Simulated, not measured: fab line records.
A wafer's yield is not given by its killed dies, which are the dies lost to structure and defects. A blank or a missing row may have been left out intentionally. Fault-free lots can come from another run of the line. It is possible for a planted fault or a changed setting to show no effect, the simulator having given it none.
Which tool did it? / flow nand_harc / 12 lots with 36 wafers sampled at 5 steps, on a route of 1302 steps

## WHAT THE GAUGES SHOWED, per wafer
NHARC_A_BONDPAD_OVL_MEAS_35.
lot=L075; measured=day 23 14:44; on=overlay-01; overlay_x_nm (nm)=2 1 1
lot=L077; measured=day 24 09:25; on=overlay-02; overlay_x_nm (nm)=6 6 6
lot=L080; measured=day 24 20:40; on=overlay-02; overlay_x_nm (nm)=-3 -3 -3
lot=L081; measured=day 25 16:34; on=overlay-02; overlay_x_nm (nm)=-3 -3 -3
lot=L082; measured=day 26 16:46; on=overlay-02; overlay_x_nm (nm)=-9 -9 -9
lot=L085; measured=day 27 18:31; on=overlay-02; overlay_x_nm (nm)=-5 -5 -5
lot=L087; measured=day 27 23:35; on=overlay-01; overlay_x_nm (nm)=3 3 3
lot=L089; measured=day 28 17:27; on=overlay-01; overlay_x_nm (nm)=1 2 2
lot=L091; measured=day 30 17:03; on=overlay-02; overlay_x_nm (nm)=-5 -5 -5
lot=L094; measured=day 30 21:26; on=overlay-01; overlay_x_nm (nm)=-10 -10 -10
lot=L095; measured=day 31 20:22; on=overlay-01; overlay_x_nm (nm)=-5 -6 -5
lot=L097; measured=day 32 03:23; on=overlay-02; overlay_x_nm (nm)=-7 -6 -6

## EACH LOT AND THE TOOL THAT RAN IT (in order: tool; ch and the chambers of the sampled wafers; start)
lot=L075; NHARC_A_CONTACT_ETCH_110=rie_diel-11 ch 1,2,3, day 22 23:08; NHARC_A_M0_ANNEAL_30=rtp_anneal-02 ch 0, day 23 07:39; NHARC_A_M1_ETCH_15=rie_diel-07 ch 1,2,3, day 23 14:44 or earlier; NHARC_A_M1_ETCH_28=rie_diel-05 ch 1,2,3, day 23 14:44 or earlier
lot=L077; NHARC_A_CONTACT_ETCH_110=rie_diel-11 ch 1,2,3, day 23 17:32; NHARC_A_M0_ANNEAL_30=rtp_anneal-02 ch 0, day 24 02:14; NHARC_A_M1_ETCH_15=rie_diel-01 ch 0,1,2, day 24 09:25 or earlier; NHARC_A_M1_ETCH_28=rie_diel-05 ch 1,2,3, day 24 09:25 or earlier
lot=L080; NHARC_A_CONTACT_ETCH_110=rie_diel-11 ch 1,2,3, day 24 05:12; NHARC_A_M0_ANNEAL_30=rtp_anneal-02 ch 0, day 24 13:47; NHARC_A_M1_ETCH_15=rie_diel-01 ch 0,3, day 24 20:40 or earlier; NHARC_A_M1_ETCH_28=rie_diel-07 ch 1,2,3, day 24 20:40 or earlier
lot=L081; NHARC_A_CONTACT_ETCH_110=rie_diel-11 ch 0,1, day 25 01:10; NHARC_A_M0_ANNEAL_30=rtp_anneal-02 ch 0, day 25 09:35; NHARC_A_M1_ETCH_15=rie_diel-01 ch 0,1,2, day 25 16:34 or earlier; NHARC_A_M1_ETCH_28=rie_diel-07 ch 1,2, day 25 16:34 or earlier
lot=L082; NHARC_A_CONTACT_ETCH_110=rie_diel-02 ch 1,3, day 26 01:17; NHARC_A_M0_ANNEAL_30=rtp_anneal-01 ch 0, day 26 09:54; NHARC_A_M1_ETCH_15=rie_diel-05 ch 0,1,2, day 26 16:46 or earlier; NHARC_A_M1_ETCH_28=rie_diel-07 ch 2,3, day 26 16:46 or earlier
lot=L085; NHARC_A_CONTACT_ETCH_110=rie_diel-11 ch 0,2,3, day 27 02:25; NHARC_A_M0_ANNEAL_30=rtp_anneal-01 ch 0, day 27 11:37; NHARC_A_M1_ETCH_15=rie_diel-05 ch 2,3, day 27 18:31 or earlier; NHARC_A_M1_ETCH_28=rie_diel-07 ch 0,1, day 27 18:31 or earlier
lot=L087; NHARC_A_CONTACT_ETCH_110=rie_diel-11 ch 1,2,3, day 27 07:41; NHARC_A_M0_ANNEAL_30=rtp_anneal-02 ch 0, day 27 16:46; NHARC_A_M1_ETCH_15=rie_diel-01 ch 1,2,3, day 27 23:35 or earlier; NHARC_A_M1_ETCH_28=rie_diel-01 ch 1,2,3, day 27 23:35 or earlier
lot=L089; NHARC_A_CONTACT_ETCH_110=rie_diel-11 ch 1,2,3, day 28 02:01; NHARC_A_M0_ANNEAL_30=rtp_anneal-01 ch 0, day 28 10:32; NHARC_A_M1_ETCH_15=rie_diel-01 ch 0,3, day 28 17:27 or earlier; NHARC_A_M1_ETCH_28=rie_diel-07 ch 0,3, day 28 17:27 or earlier
lot=L091; NHARC_A_CONTACT_ETCH_110=rie_diel-11 ch 0,1, day 30 01:38; NHARC_A_M0_ANNEAL_30=rtp_anneal-01 ch 0, day 30 10:14; NHARC_A_M1_ETCH_15=rie_diel-07 ch 0,1, day 30 17:03 or earlier; NHARC_A_M1_ETCH_28=rie_diel-01 ch 0,1,2, day 30 17:03 or earlier
lot=L094; NHARC_A_CONTACT_ETCH_110=rie_diel-11 ch 0,2,3, day 30 05:43; NHARC_A_M0_ANNEAL_30=rtp_anneal-02 ch 0, day 30 14:21; NHARC_A_M1_ETCH_15=rie_diel-07 ch 0,2,3, day 30 21:26 or earlier; NHARC_A_M1_ETCH_28=rie_diel-07 ch 0,2, day 30 21:26 or earlier
lot=L095; NHARC_A_CONTACT_ETCH_110=rie_diel-11 ch 0,1,3, day 31 04:30; NHARC_A_M0_ANNEAL_30=rtp_anneal-02 ch 0, day 31 13:17; NHARC_A_M1_ETCH_15=rie_diel-07 ch 1,3, day 31 20:22 or earlier; NHARC_A_M1_ETCH_28=rie_diel-07 ch 0,1,3, day 31 20:22 or earlier
lot=L097; NHARC_A_CONTACT_ETCH_110=rie_diel-11 ch 1,2,3, day 31 10:40; NHARC_A_M0_ANNEAL_30=rtp_anneal-01 ch 0, day 31 19:56; NHARC_A_M1_ETCH_15=rie_diel-05 ch 0,2,3, day 32 03:23 or earlier; NHARC_A_M1_ETCH_28=rie_diel-07 ch 0,1,2, day 32 03:23 or earlier
- NHARC_A_CONTACT_ETCH_110: etches the open film in CF4/O2, target depth 60 nm, overetch 6 nm, time 33 s.
- NHARC_A_M0_ANNEAL_30: time 90 s.
- NHARC_A_M1_ETCH_15: etches the open film in C4F8/Ar, target depth 182.5 nm, time 91.2 s.
- NHARC_A_M1_ETCH_28: etches the open film in CF4/N2, target depth 30 nm, time 72.99 s.

## THE ANSWER, worked out from the rows above alone
Rule: the lots themselves supply what counts as usual. Put in order of their means at a reading, lots are off if they are a third of the lots or fewer, leave a main group of 4 or more, and stand apart from it by a gap of 3 or more times the standard deviation of the main group's means; of several such gaps the widest counts. The tables above print the reading to a certain number of digits; a main group whose means all agree to those digits is not used. Also off: a lot with no number at a reading for which 4 or more lots have one. All remaining lots with rows at the step are treated as sound.
Across all readings shown, no lot is off: no conclusion can be drawn from this.

## WHAT WAS PUT IN BY THE SIMULATOR
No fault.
